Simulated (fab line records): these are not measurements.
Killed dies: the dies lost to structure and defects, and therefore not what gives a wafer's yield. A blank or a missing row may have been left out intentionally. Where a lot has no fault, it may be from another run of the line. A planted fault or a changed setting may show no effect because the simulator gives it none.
fab line records	flow n5_finfet
[record] lots = 11	wafers = 29	last_day = 18
route steps=1938 shown BEOL_M1@828 BEOL_M4@1111 PASSIVATION@1936
lots with no fault: from the same line, run without faults
start_h: start of the lot's first displayed wafer, in hours after the record's first day	wait_h: hours from the lot's prior step to this one	" the same as in the row above	L1.1+2: one row covering several wafers at once	- no value present, or no start provided	* or withheld: withheld	< > ~ a bound
route shown NAME@n: a module of which the file shows steps, and the number in the route of the first	usual: the fault-free wafers' mean and standard deviation	same: alike in all rows	chamber/n: place in a boat	sites: readings site by site	_std_site: the standard deviation of these	_edge_site: inner sites' mean taken away from outer sites' mean	radius_mm: how far each site lies from the wafer's centre	mask NAME#n: copy n	behind: the most recent tool/chamber to have shaped the wafer	hold: why the lot was held/for how many hours/how that ended	device: the transistor (n, p or np) that didn't switch	end of line: the tests these same wafers got at the end of their route	for a step that has no rows: nothing shown but its recipe	killed: dies that structure and defects cost at the first sort, which is not the same as the wafer's yield	map: dies across one wafer; x = killed, . = not, _ = none there
set.NAME: the setting that was run; set.NAME@STEP: the one run at that earlier step	model.NAME: the simulator's own value behind a step, which no gauge read
the route's steps for a sample of lots (tables are steps, rows are wafers)
services: when a tool's chamber went out of use (start_h, in hours from the record's first day, below 0 if earlier), for how many hours, and the reason
[[steps]]
[step N5_BEOL_M1_SPUTTER_94]
[recipe] material = Cu	target_thk_a = 45	temp_c = -20	chamber_pressure_pa = 0.07	power_w = withheld	time_s = 8.29
[usual] chamber_pressure_pa = 0.07/0.00014	chuck_gas_flow_sccm = 1.26/0.052	chuck_sensor_temp_C = -16.1/0.42	substrate_temp_c = -20.00/0.1	throttle_valve_pct = 29.7/1
lot.wafer	tool	chamber	start_h	wait_h	chamber_pressure_pa	chuck_gas_flow_sccm	chuck_sensor_temp_C	substrate_temp_c	throttle_valve_pct
L985.2	pvd_sputter-01	-	142.16	0.1	0.06998	1.27	-15.9	-19.98	30.9
L985.5	"	-	"	"	0.07012	1.26	-16.1	-20.08	31.1
L988.1	pvd_sputter-01	-	150.35	0.1	0.07022	1.31	-15.7	-20.05	30.9
L988.6	"	-	"	"	0.06995	1.23	-15.9	-20.21	30.9
L989.1	pvd_sputter-03	-	153.09	0.1	0.07001	1.27	-17.0	-20.03	29.9
L989.6	"	-	"	"	0.07	1.26	-16.1	-19.80	30.1
L990.1	pvd_sputter-02	-	164.23	0.1	0.07	1.27	-16.6	-20.05	28.8
L990.3	"	-	"	"	0.06996	1.29	-15.6	-19.89	30.3
L992.1	pvd_sputter-01	-	184.36	0.1	0.07001	1.25	-15.8	-20.18	31.0
L992.5	"	-	"	"	0.06998	1.20	-15.7	-20.01	27.7
L992.6	"	-	"	"	0.06983	1.25	-15.1	-20.07	29.5
L993.1	pvd_sputter-03	-	188.38	0.1	0.06973	1.35	-16.2	-19.98	29.9
L993.5	"	-	"	"	0.06985	1.32	-16.7	-19.99	29.5
L993.6	"	-	"	"	0.06968	1.22	-16.3	-19.83	29.8
L996.1	pvd_sputter-01	-	192.36	0.1	0.06994	1.24	-16.2	-20.11	31.2
L996.3	"	-	"	"	0.06984	1.24	-15.3	-19.97	29.5
L996.4	"	-	"	"	0.06997	1.16	-15.9	-20.03	27.5
L102.1	pvd_sputter-03	-	241.03	0.1	0.0702	1.28	-16.3	-19.72	29.8
L102.3	"	-	"	"	0.06986	1.28	-16.1	-20.01	28.5
L102.6	"	-	"	"	0.07022	1.22	-16.4	-20.12	28.3
L105.1	pvd_sputter-02	-	259.08	0.1	0.07002	1.21	-16.5	-20.00	28.9
L105.2	"	-	"	"	0.0701	1.35	-16.6	-19.93	28.9
L105.5	"	-	"	"	0.07001	1.34	-16.5	-20.06	28.8
L104.3	pvd_sputter-02	-	260.92	0.1	0.06998	1.36	-16.5	-20.00	29.1
L104.4	"	-	"	"	0.06991	1.29	-16.5	-19.93	28.7
L104.5	"	-	"	"	0.06998	1.20	-15.9	-19.94	30.1
L108.1	pvd_sputter-03	-	271.68	0.1	0.07003	1.28	-16.8	-19.87	30.0
L108.3	"	-	"	"	0.06974	1.24	-16.2	-20.07	28.8
L108.5	"	-	"	"	0.06964	1.21	-16.0	-19.87	30.9
[step N5_BEOL_M1_SPUTTER_96]
[recipe] material = Cu	target_thk_a = 45	temp_c = -20	chamber_pressure_pa = 0.07	power_w = withheld	time_s = 8.29
[usual] chamber_pressure_pa = 0.07001/0.00014	chuck_gas_flow_sccm = 1.27/0.053	chuck_sensor_temp_C = -16.1/0.44	substrate_temp_c = -20.02/0.1	throttle_valve_pct = 29.6/1
lot.wafer	tool	chamber	start_h	wait_h	chamber_pressure_pa	chuck_gas_flow_sccm	chuck_sensor_temp_C	substrate_temp_c	throttle_valve_pct
L985.2	pvd_sputter-01	-	142.38	0.1	0.07001	1.27	-15.9	-19.99	30.5
L985.5	"	-	"	"	0.06976	1.23	-16.4	-20.09	31.1
L988.1	pvd_sputter-01	-	150.57	0.1	0.06985	1.32	-15.9	-20.01	30.9
L988.6	"	-	"	"	0.06983	1.31	-15.9	-19.85	30.8
L989.1	pvd_sputter-03	-	153.31	0.1	0.06999	1.28	-16.8	-20.07	29.9
L989.6	"	-	"	"	0.07021	1.24	-16.1	-20.05	29.6
L990.1	pvd_sputter-02	-	164.45	0.1	0.07013	1.29	-16.4	-20.12	28.6
L990.3	"	-	"	"	0.06978	1.36	-15.6	-20.00	30.3
L992.1	pvd_sputter-01	-	184.58	0.1	0.07007	1.25	-15.8	-19.79	30.9
L992.5	"	-	"	"	0.07	1.21	-15.9	-20.16	27.7
L992.6	"	-	"	"	0.0701	1.29	-15.2	-19.98	29.2
L993.1	pvd_sputter-03	-	188.60	0.1	0.07028	1.26	-16.2	-20.02	30.0
L993.5	"	-	"	"	0.06988	1.29	-16.9	-20.20	29.8
L993.6	"	-	"	"	0.07022	1.22	-16.1	-19.80	30.0
L996.1	pvd_sputter-01	-	192.58	0.1	0.07009	1.23	-16.0	-20.06	31.1
L996.3	"	-	"	"	0.06999	1.25	-15.1	-19.95	29.2
L996.4	"	-	"	"	0.07002	1.23	-15.8	-19.92	27.7
L102.1	pvd_sputter-03	-	241.25	0.1	0.07001	1.17	-16.4	-19.99	30.0
L102.3	"	-	"	"	0.06978	1.30	-16.0	-19.95	28.5
L102.6	"	-	"	"	0.07005	1.34	-16.2	-20.05	28.5
L105.1	pvd_sputter-02	-	259.30	0.1	0.06995	1.20	-16.5	-19.95	28.7
L105.2	"	-	"	"	0.07019	1.28	-16.7	-19.88	28.8
L105.5	"	-	"	"	0.07003	1.29	-16.6	-19.86	28.7
L104.3	pvd_sputter-02	-	261.14	0.1	0.07017	1.28	-16.7	-20.05	29.2
L104.4	"	-	"	"	0.06992	1.20	-16.6	-19.90	28.7
L104.5	"	-	"	"	0.07009	1.38	-15.6	-19.96	30.2
L108.1	pvd_sputter-03	-	271.90	0.1	0.06995	1.25	-16.9	-20.00	29.9
L108.3	"	-	"	"	0.06989	1.32	-16.1	-19.96	28.7
L108.5	"	-	"	"	0.06989	1.21	-15.9	-20.00	31.0
[step N5_BEOL_M1_PRE_CLEAN_60]
[recipe] gas = NH3/H2	time_s = 15	temp_c = *	rf_power_w = 300
[usual] heater_power_outer_w = 20/5.9	heater_power_w = 79/12
lot.wafer	tool	chamber	start_h	wait_h	heater_power_outer_w	heater_power_w
L985.2	cvd_co-02	1	143.27	0.1	34	104
L985.5	"	2	"	"	17	76
L988.1	cvd_co-01	0	151.46	0.1	17	70
L988.6	"	0	"	"	17	68
L989.1	cvd_co-02	0	154.23	0.0	19	84
L989.6	"	0	"	"	19	83
L990.1	cvd_co-01	1	165.27	0.0	15	70
L990.3	"	0	"	"	17	69
L992.1	cvd_co-02	1	185.42	0.0	32	104
L992.5	"	2	"	"	17	74
L992.6	"	0	"	"	19	84
L993.1	cvd_co-02	2	189.42	0.0	17	74
L993.5	"	1	"	"	33	104
L993.6	"	2	"	"	18	73
L996.1	cvd_co-02	2	193.41	0.0	17	74
L996.3	"	0	"	"	19	84
L996.4	"	0	"	"	19	85
L102.1	cvd_co-02	0	242.22	0.0	20	85
L102.3	"	2	"	"	17	73
L102.6	"	0	"	"	20	83
L105.1	cvd_co-01	0	260.32	0.0	17	68
L105.2	"	1	"	"	15	71
L105.5	"	1	"	"	15	69
L104.3	cvd_co-02	0	261.96	0.0	20	84
L104.4	"	1	"	"	33	106
L104.5	"	0	"	"	20	85
L108.1	cvd_co-01	1	272.72	0.0	15	70
L108.3	"	2	"	"	17	74
L108.5	"	0	"	"	17	70
[step N5_BEOL_M1_CO_CAP_55]
[recipe] material = Co	target_thk_a = 20	temp_c = 200	precursor = CCTBA/H2	pressure_torr = 30	time_s = 102.1
[usual] heater_power_outer_w = 122/7.5	heater_power_w = 229/15	run_length_s = 125.2/0.55
lot.wafer	tool	chamber	start_h	wait_h	heater_power_outer_w	heater_power_w	run_length_s
L985.2	cvd_co-02	1	143.31	0.0	137	255	125.4
L985.5	"	2	"	"	117	228	124.3
L988.1	cvd_co-01	0	151.50	0.0	117	214	125.7
L988.6	"	0	"	"	119	215	125.4
L989.1	cvd_co-02	0	154.27	0.0	124	235	125.2
L989.6	"	0	"	"	124	230	125.3
L990.1	cvd_co-01	1	165.31	0.0	115	217	125.0
L990.3	"	0	"	"	116	216	125.6
L992.1	cvd_co-02	1	185.46	0.0	138	264	125.2
L992.5	"	2	"	"	118	223	124.5
L992.6	"	0	"	"	121	237	125.3
L993.1	cvd_co-02	2	189.46	0.0	117	219	124.7
L993.5	"	1	"	"	136	259	125.8
L993.6	"	2	"	"	118	221	124.3
L996.1	cvd_co-02	2	193.45	0.0	119	227	124.3
L996.3	"	0	"	"	119	233	125.8
L996.4	"	0	"	"	120	229	125.4
L102.1	cvd_co-02	0	242.26	0.0	121	243	125.2
L102.3	"	2	"	"	120	221	77.5
L102.6	"	0	"	"	120	234	78.2
L105.1	cvd_co-01	0	260.36	0.0	118	217	125.7
L105.2	"	1	"	"	119	218	125.6
L105.5	"	1	"	"	118	219	125.1
L104.3	cvd_co-02	0	262.00	0.0	121	233	78.8
L104.4	"	1	"	"	140	263	125.6
L104.5	"	0	"	"	122	240	125.2
L108.1	cvd_co-01	1	272.76	0.0	115	223	125.2
L108.3	"	2	"	"	117	214	124.7
L108.5	"	0	"	"	119	218	125.9
[step N5_BEOL_M4_RC_MEAS_101]
[usual] DIBL_N = 35.3/2.5	DIBL_P = 35/3.3	IOFF_N = 0.15/0.049	IOFF_P = 0.20/0.056	ION_N = 673/16	ION_P = 462/10	SS_N = 71.2/0.85	SS_P = 73.0/0.97	VT_N = 252/4.9	VT_P = -251/5
lot.wafer	tool	chamber	start_h	wait_h	DIBL_N[mV/V]	DIBL_P[mV/V]	IOFF_N[nA/um]	IOFF_P[nA/um]	ION_N[uA/um]	ION_P[uA/um]	SS_N[mV/dec]	SS_P[mV/dec]	VT_N[mV]	VT_P[mV]
L985.2	prober-02	0	180.63	0.2	34.2	33	0.13	0.19	673	461	70.8	72.6	251	-249
L985.5	"	0	"	"	31.6	31	0.10	0.15	662	464	70.7	71.8	255	-252
L988.1	prober-01	0	197.92	0.0	38.6	41	0.24	0.30	708	481	72.3	75.0	242	-244
L988.6	"	0	"	"	39.0	41	0.24	0.32	709	490	73.0	75.2	245	-243
L990.1	prober-02	0	198.92	0.0	35.2	35	0.13	0.17	662	449	71.6	72.9	250	-253
L990.3	"	0	"	"	32.3	32	0.09	0.13	655	454	70.1	73.1	256	-257
L989.1	prober-02	0	201.60	0.0	35.9	37	0.16	0.24	684	478	72.1	73.5	250	-249
L989.6	"	0	"	"	34.6	35	0.13	0.20	676	471	71.6	73.7	252	-249
L992.1	prober-02	0	219.74	0.0	35.6	35	0.14	0.20	668	464	70.9	72.9	249	-250
L992.5	"	0	"	"	35.7	36	0.16	0.22	683	473	71.1	72.1	247	-251
L992.6	"	0	"	"	36.1	36	0.15	0.21	683	470	71.6	72.9	252	-248
L993.1	prober-02	0	224.50	0.0	37.4	38	0.20	0.24	700	471	71.4	73.1	245	-251
L993.5	"	0	"	"	37.0	37	0.17	0.22	692	468	72.1	74.1	248	-250
L993.6	"	0	"	"	36.5	35	0.15	0.18	665	453	71.7	73.1	250	-254
L996.1	prober-02	0	237.56	0.0	31.2	31	0.09	0.12	658	454	70.4	71.5	258	-259
L996.3	"	0	"	"	33.6	33	0.11	0.14	654	450	70.6	72.9	256	-258
L996.4	"	0	"	"	37.8	37	0.19	0.20	684	463	72.6	73.5	248	-253
L102.1	prober-01	0	287.75	0.4	32.1	33	0.11	0.16	663	462	70.3	71.7	254	-254
L102.3	"	0	"	"	35.1	36	0.14	0.20	672	464	71.3	72.8	252	-252
L102.6	"	0	"	"	31.2	32	0.11	0.15	668	460	70.5	71.4	255	-253
L105.1	prober-02	0	292.19	0.0	33.8	33	0.11	0.15	667	458	70.2	71.5	254	-256
L105.2	"	0	"	"	34.3	34	0.11	0.15	678	467	70.8	71.8	258	-253
L105.5	"	0	"	"	33.3	32	0.11	0.14	684	468	69.6	71.5	256	-257
L104.3	prober-01	0	297.24	0.3	32.7	32	0.11	0.16	684	473	70.2	73.0	255	-254
L104.4	"	0	"	"	33.0	33	0.11	0.18	658	462	70.7	73.1	253	-250
L104.5	"	0	"	"	33.1	32	0.10	0.16	666	462	70.4	72.7	260	-253
L108.1	prober-02	0	318.45	0.0	32.9	31	0.09	0.13	648	451	71.3	72.7	257	-261
L108.3	"	0	"	"	37.2	36	0.14	0.18	654	448	71.5	73.9	253	-254
L108.5	"	0	"	"	37.3	35	0.14	0.17	656	445	72.3	73.9	256	-256
[step N5_PASSIVATION_PROBE_49]
[usual] defect_limited_yield = 91.3/1.4	killed_at_M0_to_M3 = 33/9.9	killed_at_M4_up = 15/5.6	killed_at_contacts = 13/5.7	killed_at_front_end = 38/12	killed_at_other = 4/3.1	killed_dies = 103/17	killed_open = 66/13	killed_short = 32/7.8	sort_bin_5_function = 5.1/0.95	sort_bin_6_memory = 3.2/0.68	sort_n_pass = 1077/17	sort_yield_pct = 91.3/1.5
[same] gross_dies = 1180	killed_at_back_side = 0	sort_bin_4_leakage[%] = 0	sort_bin_8_speed[%] = 0
lot.wafer	tool	chamber	start_h	wait_h	defect_limited_yield[%]	killed_at_M0_to_M3	killed_at_M4_up	killed_at_contacts	killed_at_front_end	killed_at_other	killed_dies	killed_open	killed_short	sort_bin_5_function[%]	sort_bin_6_memory[%]	sort_n_pass	sort_yield_pct[%]
L985.2	prober-02	-	288.28	0.1	91.0	22	18	19	44	3	106	78	28	5.5	3.4	1074	91.0
L985.5	prober-02	-	288.43	0.2	92.7	25	13	10	38	0	86	54	23	4.6	1.9	1094	92.7
L990.1	prober-01	-	298.65	0.0	91.0	33	20	12	39	2	106	70	33	5.0	3.6	1074	91.0
L990.3	prober-01	-	298.75	0.1	92.8	21	17	12	31	4	85	50	31	3.6	3.2	1095	92.8
L988.1	prober-01	-	302.87	0.0	92.6	23	21	10	28	5	87	51	32	5.0	1.9	1093	92.6
L988.6	prober-01	-	303.12	0.3	90.2	32	32	9	38	5	116	71	42	5.8	3.6	1064	90.2
L992.1	prober-01	-	324.85	0.0	91.3	25	13	12	51	2	103	77	25	4.8	3.6	1077	91.3
L992.5	prober-01	-	325.05	0.2	92.4	25	25	7	31	2	90	60	28	4.5	3.0	1090	92.4
L992.6	prober-01	-	325.10	0.3	92.7	26	24	6	26	4	86	55	30	4.3	2.8	1094	92.7
L105.1	prober-02	-	399.95	0.0	92.8	14	11	5	50	5	85	42	31	3.6	2.9	1095	92.8
L105.2	prober-02	-	400.00	0.1	90.4	37	18	16	38	4	113	62	46	5.4	3.9	1067	90.4
L105.5	prober-02	-	400.15	0.2	91.9	25	13	18	33	6	95	61	30	4.7	3.0	1085	91.9
// killed by level:class
L985.2 FIN_SAQP:geometric_particle:open=15 MOL_CONTACT_COAG:geometric_particle:open=14 BEOL_M4:geometric_particle:open=10 FIN_SAQP:geometric_particle:short=8 BEOL_M0_SAQP:geometric_particle:open=8 BEOL_M5:geometric_particle:open=6 STI_FIN_REVEAL:geometric_particle:open=5 GATE_CUT:geometric_particle:short=5
L985.5 BEOL_M0_SAQP:geometric_particle:open=8 STI_FIN_REVEAL:geometric_particle:open=8 MOL_CONTACT_COAG:geometric_particle:open=8 HKMG_FIN:area_etch=7 FIN_SAQP:geometric_particle:open=5 ILD0:geometric_particle:short=4 BEOL_M0_SAQP:geometric_particle:short=4 BEOL_M0:geometric_particle:open=4
L990.1 STI_FIN_REVEAL:geometric_particle:open=12 MOL_CONTACT_COAG:geometric_particle:open=11 BEOL_M0:geometric_particle:open=8 BEOL_M2:geometric_particle:open=7 FIN_SAQP:geometric_particle:open=6 BEOL_M0:geometric_particle:short=5 FIN_SAQP:geometric_particle:short=4 GATE_CUT:geometric_particle:short=4
L990.3 MOL_CONTACT_COAG:geometric_particle:open=9 FIN_SAQP:geometric_particle:open=6 DUMMY_GATE:geometric_particle:open=6 FIN_SAQP:geometric_particle:short=5 STARTING-WAFER:geometric_particle:short=5 GATE_CUT:geometric_particle:short=3 MOL_CONTACT_COAG:geometric_particle:short=3 BEOL_M0_SAQP:geometric_particle:short=3
L988.1 FIN_SAQP:geometric_particle:short=9 MOL_CONTACT_COAG:geometric_particle:open=7 BEOL_M0_SAQP:geometric_particle:short=6 BEOL_M1:geometric_particle:open=6 BEOL_M4:geometric_particle:short=6 BEOL_M4:geometric_particle:open=6 DUMMY_GATE:geometric_particle:open=5 BEOL_M0_SAQP:geometric_particle:open=5
L988.6 BEOL_M4:geometric_particle:open=14 FIN_SAQP:geometric_particle:short=10 FIN_SAQP:geometric_particle:open=9 BEOL_M1:geometric_particle:open=8 BEOL_M4:geometric_particle:short=8 BEOL_M0_SAQP:geometric_particle:open=7 BEOL_M0_SAQP:geometric_particle:short=7 MOL_CONTACT_COAG:geometric_particle:open=6
L992.1 FIN_SAQP:geometric_particle:open=26 BEOL_M3:geometric_particle:open=10 MOL_CONTACT_COAG:geometric_particle:open=8 BEOL_M5:geometric_particle:open=7 FIN_SAQP:geometric_particle:short=6 BEOL_M2:geometric_particle:open=5 MOL_CONTACT_COAG:geometric_particle:short=4 GATE_CUT:geometric_particle:short=3
L992.5 BEOL_M4:geometric_particle:open=11 FIN_SAQP:geometric_particle:open=9 FIN_SAQP:geometric_particle:short=9 BEOL_M2:geometric_particle:open=6 MOL_CONTACT_COAG:geometric_particle:open=5 BEOL_M0_SAQP:geometric_particle:short=5 BEOL_M3:geometric_particle:open=5 STARTING-WAFER:geometric_particle:open=5
L992.6 BEOL_M4:geometric_particle:open=15 GATE_CUT:geometric_particle:open=5 BEOL_M0_SAQP:geometric_particle:short=5 FIN_SAQP:geometric_particle:short=4 GATE_CUT:geometric_particle:short=4 MOL_CONTACT_COAG:geometric_particle:open=4 BEOL_M0_SAQP:geometric_particle:open=4 BEOL_M0:geometric_particle:short=4
L105.1 FIN_SAQP:geometric_particle:open=12 FIN_SAQP:geometric_particle:short=10 HKMG_FIN:area_etch=8 BEOL_M3:geometric_particle:open=6 MOL_CONTACT_COAG:geometric_particle:open=4 BEOL_M0_SAQP:geometric_particle:short=4 STARTING-WAFER:geometric_particle:short=4 DUMMY_GATE:geometric_particle:short=3
L105.2 MOL_CONTACT_COAG:geometric_particle:open=13 FIN_SAQP:geometric_particle:short=9 BEOL_M0_SAQP:geometric_particle:short=9 FIN_SAQP:geometric_particle:open=8 BEOL_M3:geometric_particle:open=8 GATE_CUT:geometric_particle:short=6 BEOL_M4:geometric_particle:open=6 BEOL_M0:geometric_particle:open=5
L105.5 MOL_CONTACT_COAG:geometric_particle:open=17 FIN_SAQP:geometric_particle:open=11 BEOL_M3:geometric_particle:open=9 GATE_CUT:geometric_particle:short=6 BEOL_M0_SAQP:geometric_particle:short=6 BEOL_M5:geometric_particle:open=6 FIN_SAQP:geometric_particle:short=5 STARTING-WAFER:geometric_particle:open=3
[[services]]
tool	chamber	start_h	hours	kind
pvd_sputter-02	-	134.32	7.9	repair
cvd_co-01	-	138.24	1.0	repair
pvd_sputter-02	-	157.03	4.8	repair
pvd_sputter-03	-	216.20	4.0	repair
[[key]]
[first_sign] step = N5_BEOL_M1_CO_CAP_55	reading = run_length_s	direction = down	sigmas = 85	usual = *	struck = *
effect none on later readings
met_at N5_BEOL_M1_CO_CAP_55
struck_lots L102,L104
struck_wafers L102.3,L102.6,L104.3
[baseline_loss] step = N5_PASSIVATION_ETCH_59	wafers = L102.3
not_acting_at N5_BEOL_M1_SPUTTER_94,N5_BEOL_M1_SPUTTER_96,N5_BEOL_M1_PRE_CLEAN_60
onset_between 193.45 242.26
[fault] kind = process_parameter_drift	tool = cvd_co-02	chamber = -	onset_h = 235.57	steps = N5_BEOL_M1_CO_CAP_55	channel = time_s	offset = *	shape = step	end_h = 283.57	scope = struck_wafers_only	acts_in = *	stated = *
// baseline_loss: these wafers lose ten dies or more at that step, a loss of the line's own and not of a fault; the sort's usual values leave them out
